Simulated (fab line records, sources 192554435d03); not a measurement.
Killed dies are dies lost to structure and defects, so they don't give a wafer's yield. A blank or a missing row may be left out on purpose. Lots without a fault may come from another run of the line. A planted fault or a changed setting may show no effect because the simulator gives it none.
Chamber matching | flow n5_finfet | N5_HKMG_FIN_ALD_79 on ald_metal-03: 4 sister chambers
The step deposits TiN, target thk 1.5 nm, pulse time 1 s, purge time 3 s. 18 wafers are shown with their chamber, then 9 later ones without.

WAFERS WITH THEIR CHAMBER
wafer  | chamber | heater_power_w (W) | chamber_pressure_Torr (Torr) | precursor_pulse_height_rel
L075.2 | 3       | 980                | 2.991                        | 0.995
L075.5 | 3       | 953                | 3.009                        | 0.982
L075.6 | 2       | 765                | 2.998                        | 0.976
L076.3 | 0       | 919                | 2.993                        | 1.018
L076.4 | 2       | 767                | 2.999                        | 0.961
L076.5 | 2       | 746                | 3.004                        | 1.030
L077.1 | 2       | 758                | 3.008                        | 0.991
L077.2 | 0       | 923                | 2.993                        | 0.966
L077.5 | 1       | 793                | 2.996                        | 0.993
L078.1 | 3       | 991                | 3.009                        | 0.978
L078.4 | 0       | 934                | 2.997                        | 1.015
L078.6 | 3       | 962                | 2.998                        | 1.033
L089.1 | 1       | 793                | 3.003                        | 1.016
L089.4 | 1       | 793                | 3.002                        | 0.991
L089.6 | 2       | 746                | 3.004                        | 0.992
L091.3 | 2       | 737                | 2.996                        | 1.015
L091.4 | 1       | 765                | 3.001                        | 1.001
L091.6 | 0       | 884                | 2.994                        | 0.979

SIGNATURES (means of the wafers above)
reading                    | chamber 0 | chamber 1 | chamber 2 | chamber 3 | scatter within a chamber
heater_power_w             | 915.00    | 786.00    | 753.17    | 971.50    | 16
chamber_pressure_Torr      | 2.99425   | 3.00050   | 3.00150   | 3.00175   | 0.0052
precursor_pulse_height_rel | 0.99450   | 1.00025   | 0.99417   | 0.99700   | 0.0231
Rule: a wafer's distance from a chamber is the root of the sum, over the readings, of the square of ((its reading less the chamber's mean) divided by the reading's scatter). The wafer belongs to the nearest chamber; if the next one is less than 2 further off, it can't be placed. The scatter: the root of (the sum of the squares of (reading less its chamber's mean) over the shown wafers, divided by (wafers less chambers)).

WAFERS WITHOUT THEIR CHAMBER
wafer  | heater_power_w (W) | chamber_pressure_Torr (Torr) | precursor_pulse_height_rel
L094.1 | 804                | 3.012                        | 1.010
L094.4 | 915                | 2.995                        | 1.021
L094.6 | 745                | 2.987                        | 1.025
L095.2 | 810                | 3.000                        | 0.983
L095.5 | 752                | 3.010                        | 0.996
L095.6 | 786                | 2.999                        | 1.028
L096.2 | 748                | 3.003                        | 1.019
L096.4 | 972                | 3.009                        | 0.983
L096.5 | 763                | 3.010                        | 0.995

WHICH CHAMBER EACH WENT THROUGH
wafer  | from the rows above     | in truth
L094.1 | can't be placed: 1 or 2 | 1
L094.4 | 0                       | 0
L094.6 | can't be placed: 2 or 1 | 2
L095.2 | can't be placed: 1 or 2 | 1
L095.5 | can't be placed: 2 or 1 | 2
L095.6 | can't be placed: 1 or 2 | 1
L096.2 | can't be placed: 2 or 1 | 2
L096.4 | 3                       | 3
L096.5 | can't be placed: 2 or 1 | 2
Placed correctly: 2 of 9. Can't be placed from these rows: 7 (the true chamber is among the candidates in 7). Placed wrongly: 0.
